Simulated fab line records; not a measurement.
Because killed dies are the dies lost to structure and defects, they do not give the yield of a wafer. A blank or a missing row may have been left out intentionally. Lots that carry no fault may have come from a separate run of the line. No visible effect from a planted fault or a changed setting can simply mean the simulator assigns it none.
Chamber matching    flow n5Finfet    4 sister chambers for N5_BEOL_M13_ETCH_59 on rieDiel-05
The step etches BARC in N2/H2, target depth 89 nm, overetch 26.7 nm, time 67.9 s. 8 wafers are shown with their chamber, then 7 later ones without.

WAFERS WITH THEIR CHAMBER
wafer   chamber  drypumpMotorCurrentA (A)  showerheadPlenumPTorr (Torr)
L901.2  2        6.1                       2.62
L905.3  2        6.0                       2.61
L908.4  3        5.6                       2.48
L916.1  1        5.2                       2.47
L916.2  3        5.6                       2.48
L916.4  0        6.2                       2.52
L917.1  0        6.2                       2.51
L917.2  1        5.2                       2.46

WAFERS WITHOUT THEIR CHAMBER
wafer   drypumpMotorCurrentA (A)  showerheadPlenumPTorr (Torr)
L917.3  6.2                       2.51
L920.3  6.0                       2.60
L920.4  5.6                       2.47
L920.6  5.2                       2.46
L923.1  5.2                       2.46
L923.2  5.6                       2.47
L923.5  6.1                       2.60

THE CHAMBER EACH PASSED THROUGH
wafer   from the rows above  in truth
L917.3  0                    0
L920.3  2                    2
L920.4  3                    3
L920.6  1                    1
L923.1  1                    1
L923.2  3                    3
L923.5  2                    2
Placed correctly: 7 of 7. Can't be placed from these rows: 0. 0 placed wrongly.
How it was worked out, from the rows above alone: a wafer's distance from a chamber is the root of the sum, over the readings, of the square of ((its reading less the chamber's mean) divided by the reading's scatter). If the next closest chamber is less than 2 further off than the closest, the wafer can't be placed; otherwise it belongs to the closest. For every chamber, the mean is computed from those of its wafers that are shown. The scatter: take each reading less its chamber's mean, square it, sum over the shown wafers, divide by the number of wafers less the number of chambers, and take the root.
